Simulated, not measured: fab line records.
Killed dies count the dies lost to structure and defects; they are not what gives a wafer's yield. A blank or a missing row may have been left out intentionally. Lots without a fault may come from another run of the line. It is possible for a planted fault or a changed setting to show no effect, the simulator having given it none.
Comparing a struck lot with a sound one + flow nand-harc + 21 out of 1159 route steps
Sound: the wafers L671.1, L671.4, L671.6. Struck: wafers L690.1, L690.2, L690.5. At the end, the cause is stated.
Per side, at each step with rows, come the tool, then ch with its chambers, and then its first start. Under that, the readings that differ: sound wafers + struck wafers + difference of the means + sigmas: that difference in standard deviations of wafers without a fault.
alike: readings with means less than 2 such deviations apart, plus words and numbers identical on both sides. not compared: withheld readings, readings lacking a value on some wafer, bounds such as >300 that could conceal the same value, and numbers that have no deviation in the record and whose values overlap.
Wherever a step has rows on one side only, a row that says differs or no value, or a row with sigmas, the two part there. Numbers that have no deviation but don't overlap get no sigmas and don't part them. A reading missing from all wafers of one side parts the sides only when that side holds two or more wafers.

NHARC_A_CHANNEL_HOLE_D1_ETCH_19: etches the open film in C4F8/O2/Ar, time 34.5 s.
  sound on har-etch-01 ch 0,1, day 8 21:17; struck on har-etch-02 ch 0,1, day 13 00:42
| reading                         | sound          | struck         | difference | sigmas |
|---------------------------------|----------------|----------------|------------|--------|
| showerhead-plenum-p-Torr (Torr) | 3.87 3.80 3.80 | 3.60 3.62 3.62 | -0.21      | -2     |
  alike: drypump-motor-current-A, throttle-valve-pct
  not compared: rf-hours-counter-h
NHARC_A_CHANNEL_HOLE_D1_ETCH_20: etches the open film in C4F8/O2/Ar, time 361.9 s, target depth 1600 nm.
  sound on har-etch-01 ch 0,1, day 8 21:25; struck on har-etch-02 ch 0,1, day 13 00:49
| reading                         | sound          | struck         | difference | sigmas |
|---------------------------------|----------------|----------------|------------|--------|
| showerhead-plenum-p-Torr (Torr) | 3.82 3.76 3.76 | 3.56 3.58 3.58 | -0.21      | -2     |
  alike: drypump-motor-current-A, throttle-valve-pct
  not compared: rf-hours-counter-h
then, 1 step without rows for these wafers: NHARC_A_CHANNEL_HOLE_D1_ETCH_21 (etches the open film in C4F8/O2/Ar, time 514.3 s, target depth 1600 nm).
NHARC_A_CHANNEL_HOLE_D1_ETCH_22: etches the open film in C4F8/O2/Ar, time 666.7 s, target depth 1600 nm.
  sound on har-etch-01 ch 0,1, day 8 22:10; struck on har-etch-02 ch 0,1, day 13 01:34
| reading                         | sound          | struck         | difference | sigmas |
|---------------------------------|----------------|----------------|------------|--------|
| showerhead-plenum-p-Torr (Torr) | 3.82 3.76 3.76 | 3.56 3.58 3.58 | -0.21      | -2     |
  alike: drypump-motor-current-A, throttle-valve-pct
  not compared: rf-hours-counter-h
NHARC_A_CHANNEL_HOLE_D1_ETCH_23: etches the open film in C4F8/O2/Ar, time 819 s, target depth 1600 nm.
  sound on har-etch-01 ch 0,1, day 8 22:44; struck on har-etch-02 ch 0,1, day 13 02:08
| reading                         | sound          | struck         | difference | sigmas |
|---------------------------------|----------------|----------------|------------|--------|
| showerhead-plenum-p-Torr (Torr) | 3.82 3.76 3.76 | 3.56 3.58 3.58 | -0.21      | -2     |
  alike: drypump-motor-current-A, throttle-valve-pct
  not compared: rf-hours-counter-h
then, 3 steps without rows for these wafers: NHARC_A_CHANNEL_HOLE_D1_ETCH_24 (etches the open film in C4F8/O2/Ar, time 906.2 s, target depth 1500 nm); NHARC_A_CHANNEL_HOLE_D1_ETCH_25 (etches the open film in C4F8/O2/Ar, time 1040.2 s, target depth 1500 nm); NHARC_A_CHANNEL_HOLE_D1_ETCH_26 (etches the open film in C4F8/O2/Ar, time 224.1 s, target depth 300 nm).
NHARC_A_CHANNEL_HOLE_D1_ETCH_33: etches the open film in C4F8/O2/Ar, time 90 s, target depth 400 nm.
  sound on har-etch-01 ch 0,1, day 9 01:16; struck on har-etch-02 ch 0,1, day 13 04:40
| reading                         | sound          | struck         | difference | sigmas |
|---------------------------------|----------------|----------------|------------|--------|
| showerhead-plenum-p-Torr (Torr) | 3.86 3.80 3.80 | 3.60 3.62 3.62 | -0.21      | -2     |
  alike: drypump-motor-current-A, throttle-valve-pct
  not compared: rf-hours-counter-h
then, 3 steps without rows for these wafers: NHARC_A_CHANNEL_HOLE_D1_STRIP_41 (strips in N2/H2); NHARC_A_CHANNEL_HOLE_D1_STRIP_42 (strips in CF4/CHF3); NHARC_A_CHANNEL_HOLE_D1_STRIP_43 (strips in O2/COS).
NHARC_A_CHANNEL_HOLE_D1_ETCH_44: etches the open film in CF4/O2, target depth 140 nm, overetch 14 nm, time 77 s.
  sound on rie-diel-01 ch 0,1, day 9 02:01; struck on rie-diel-01 ch 0,2, day 13 05:52
| reading                | sound                | struck               | difference | sigmas |
|------------------------|----------------------|----------------------|------------|--------|
| throttle-valve-pct (%) | 13.393 13.373 13.375 | 13.400 13.406 13.397 | +0.021     | +2     |
  alike: drypump-motor-current-A, oes_o_777_au, oes-product-au, rf-vpp-V, showerhead-plenum-p-Torr
  not compared: rf-hours-counter-h
then, 3 steps without rows for these wafers: NHARC_A_CHANNEL_HOLE_D1_STRIP_27 (strips in O2); NHARC_A_CHANNEL_HOLE_D1_PRECLEAN_28 (cleans in SC1); NHARC_A_CHANNEL_HOLE_D1_SRD_29.
NHARC_A_CHANNEL_HOLE_D1_CD_MEAS_30:
  sound on cd-sem-01, day 9 02:48; struck on cd-sem-01, day 13 06:40
  alike: cd-nm
next, for these wafers, 1 step has no rows: NHARC_A_CHANNEL_HOLE_D1_XSEM_31.
NHARC_A_CHANNEL_HOLE_D1_INSPECT_40:
  sound on defect-inspect-02, day 9 02:59; struck on defect-inspect-01, day 13 06:53
| reading          | sound    | struck      | difference | sigmas |
|------------------|----------|-------------|------------|--------|
| raw-defect-count | 74 77 54 | 432 428 441 | +365       | +19    |
then, 1 step without rows for these wafers: NHARC_A_CHANNEL_FILL_D1_PRECLEAN_00 (cleans in SC1).
-- break in the record here, with 11 days between the starts of the struck wafers on either side (left off in module A_CHANNEL_FILL_D1, picked up again in module END, where the first step shown is number 1159 on the route) --
NHARC_END_SORT_01:
  at this point the record logs the struck wafers (prober-02 ch 0, day 23 23:29) and has no rows for the sound ones

## WHERE THEY PART
Earliest at NHARC_A_CHANNEL_HOLE_D1_ETCH_19; latest, in this record, at NHARC_END_SORT_01.

WHY: what the simulator had put in
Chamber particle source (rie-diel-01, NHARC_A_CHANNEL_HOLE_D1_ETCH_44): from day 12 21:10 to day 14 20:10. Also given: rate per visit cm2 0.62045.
